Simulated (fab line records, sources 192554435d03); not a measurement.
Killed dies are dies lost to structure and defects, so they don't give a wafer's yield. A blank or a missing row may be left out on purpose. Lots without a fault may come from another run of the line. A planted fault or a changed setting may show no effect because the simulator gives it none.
Split-lot experiment | flow n5_finfet | 7 lots, 39 wafers read, on a route of 1938 steps

THE SPLIT
At N5_MOL_CONTACT_COAG_ETCH_124 (etches SiNx in CH3F/O2, stops on SiOC, target depth 6.5 nm), the setting target_depth_a was moved away from the recipe's 65 angstrom on 12 of the 39 wafers read, by -44.4% to +58.0%. The other wafers ran this setting at the recipe's value.

The file shows no step between the split and the reading.

THE READING
SOC_of_MOL_CONTACT_COAG_COAT_62.thk_nm (the simulator's own value, which no gauge read), in nm, at N5_MOL_CONTACT_COAG_ETCH_48 (etches SiOC in C4F6/O2, target depth 15 nm, overetch 4.5 nm, time 17 s). The file gives no usual value for it. The 27 wafers here that ran the recipe average 45.9 nm, standard deviation 0.24 nm.

wafer  | tool, chamber at the split | target_depth_a as run, angstrom | against the recipe | SOC_of_MOL_CONTACT_COAG_COAT_62.thk_nm, nm | against lot-mates on the recipe
L075.1 | rie_diel-02, 0             | 65                              | recipe             | 46.2                                       | -
L075.3 | rie_diel-02, 1             | 65                              | recipe             | 46.2                                       | -
L075.5 | rie_diel-02, 0             | 65                              | recipe             | 46.2                                       | -
L075.6 | rie_diel-02, 1             | 65                              | recipe             | 46.2                                       | -
L075.2 | rie_diel-02, 2             | 65                              | recipe             | 45.8                                       | -
L075.4 | rie_diel-02, 3             | 65                              | recipe             | 46                                         | -
L081.1 | rie_diel-02, 1             | 102.7                           | +58.0%             | 44                                         | -2.0
L081.2 | rie_diel-02, 0             | 65                              | recipe             | 46.2                                       | -
L081.3 | rie_diel-02, 2             | 102.7                           | +58.0%             | 44.2                                       | -1.8
L081.4 | rie_diel-02, 3             | 65                              | recipe             | 45.8                                       | -
L081.5 | rie_diel-02, 2             | 102.7                           | +58.0%             | 44.4                                       | -1.6
L081.6 | rie_diel-02, 1             | 65                              | recipe             | 46                                         | -
L084.1 | rie_diel-02, 2             | 36.16                           | -44.4%             | 47.4                                       | +1.5
L084.2 | rie_diel-02, 1             | 36.16                           | -44.4%             | 47.2                                       | +1.3
L084.3 | rie_diel-02, 3             | 36.16                           | -44.4%             | 47.2                                       | +1.3
L084.4 | rie_diel-02, 0             | 65                              | recipe             | 46                                         | -
L084.5 | rie_diel-02, 2             | 65                              | recipe             | 46                                         | -
L084.6 | rie_diel-02, 1             | 65                              | recipe             | 45.8                                       | -
L086.1 | rie_diel-04, 2             | 65                              | recipe             | 45.8                                       | -
L086.6 | rie_diel-04, 2             | 65                              | recipe             | 45.8                                       | -
L086.2 | rie_diel-04, 3             | 65                              | recipe             | 45.6                                       | -
L086.4 | rie_diel-04, 0             | 65                              | recipe             | 45.6                                       | -
L086.5 | rie_diel-04, 3             | 65                              | recipe             | 45.6                                       | -
L086.3 | rie_diel-04, 1             | 65                              | recipe             | 46.4                                       | -
L090.1 | rie_diel-01, 1             | 65                              | recipe             | 45.8                                       | -
L090.2 | rie_diel-01, 3             | 42.69                           | -34.3%             | 46.4                                       | +0.8
L090.4 | rie_diel-01, 0             | 42.69                           | -34.3%             | 46.4                                       | +0.8
L090.3 | rie_diel-01, 2             | 42.69                           | -34.3%             | 46.6                                       | +1.0
L090.5 | rie_diel-01, 2             | 65                              | recipe             | 45.6                                       | -
L090.6 | rie_diel-01, 3             | 65                              | recipe             | 45.4                                       | -
L092.1 | rie_diel-04, 3             | 65                              | recipe             | 45.8                                       | -
L092.5 | rie_diel-04, 3             | 65                              | recipe             | 45.8                                       | -
L092.2 | rie_diel-04, 2             | 39.48                           | -39.3%             | 47                                         | +1.1
L092.3 | rie_diel-04, 0             | 39.48                           | -39.3%             | 46.8                                       | +0.9
L092.4 | rie_diel-04, 1             | 39.48                           | -39.3%             | 47.6                                       | +1.7
L092.6 | rie_diel-04, 2             | 65                              | recipe             | 46                                         | -
L096.1 | rie_diel-02, 1             | 65                              | recipe             | 45.6                                       | -
L096.3 | rie_diel-02, 3             | 65                              | recipe             | 45.8                                       | -
L096.6 | rie_diel-02, 0             | 65                              | recipe             | 46                                         | -

THE FIT
A straight line over all 39 wafers: SOC_of_MOL_CONTACT_COAG_COAT_62.thk_nm changes by -0.0284 nm for each +1% of target_depth_a; r = -0.94; the points scatter about the line by 0.26 nm.
The same after taking each lot's own level away (the mean of its wafers on the recipe; 39 wafers): -0.0303 nm for each +1%; r = -0.97; scatter 0.2 nm.
On that fit, the largest move of target_depth_a shifts the reading by 1.8 nm.
The lots' own levels span 45.60 to 46.10 nm, that is 2.1 times the standard deviation above.
So the lot-to-lot level changes the slope little: the two slopes agree.
Check: with one of the wafers moved furthest among these (+58.0%) left out of the fit, the line predicts -1.71 nm for it against its lot-mates. It came out at -2 nm against them.

OTHER SPLITS ON THESE WAFERS
These wafers also went through other splits before the reading. Each is held against what the fit with the lots' levels taken away leaves over:
other split on the same wafers          | wafers away from the commonest value | r with SOC_of_MOL_CONTACT_COAG_COAT_62.thk_nm (lot level and that fit taken away)
N5_ZERO_LAYER_PECVD_02 time_s           | 9                                    | -0.09
N5_FIN_SAQP_SPACER2_ALD_28 target_thk_a | 12                                   | +0.27
N5_SD_EPI_N_ETCH_16 target_depth_a      | 15                                   | -0.11

THE WHOLE CHAIN: every reading that the file lists as answering this split, in the file's order
step                         | what it does                                                           | reading                                                                                 | change (the file's fit)                                                             | r (the file's)
N5_MOL_CONTACT_COAG_ETCH_124 | etches SiNx in CH3F/O2, stops on SiOC, target depth 6.5 nm             | etch.depth_nm (the simulator's own value, which no gauge read)                          | not straight: 3.607 at the lowest setting, 5.01 at the recipe, 5.007 at the highest | not given
N5_MOL_CONTACT_COAG_ETCH_124 | etches SiNx in CH3F/O2, stops on SiOC, target depth 6.5 nm             | SOC_of_MOL_CONTACT_COAG_COAT_62.thk_nm (the simulator's own value, which no gauge read) | -0.0308 nm for each +1% of the setting                                              | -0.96
N5_MOL_CONTACT_COAG_ETCH_48  | etches SiOC in C4F6/O2, target depth 15 nm, overetch 4.5 nm, time 17 s | SOC_of_MOL_CONTACT_COAG_COAT_62.thk_nm (the simulator's own value, which no gauge read) | -0.0302 nm for each +1% of the setting                                              | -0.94

THE FILE'S OWN FIT
SOC_of_MOL_CONTACT_COAG_COAT_62.thk_nm changes by -0.0302 nm for each +1% of target_depth_a, r = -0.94.
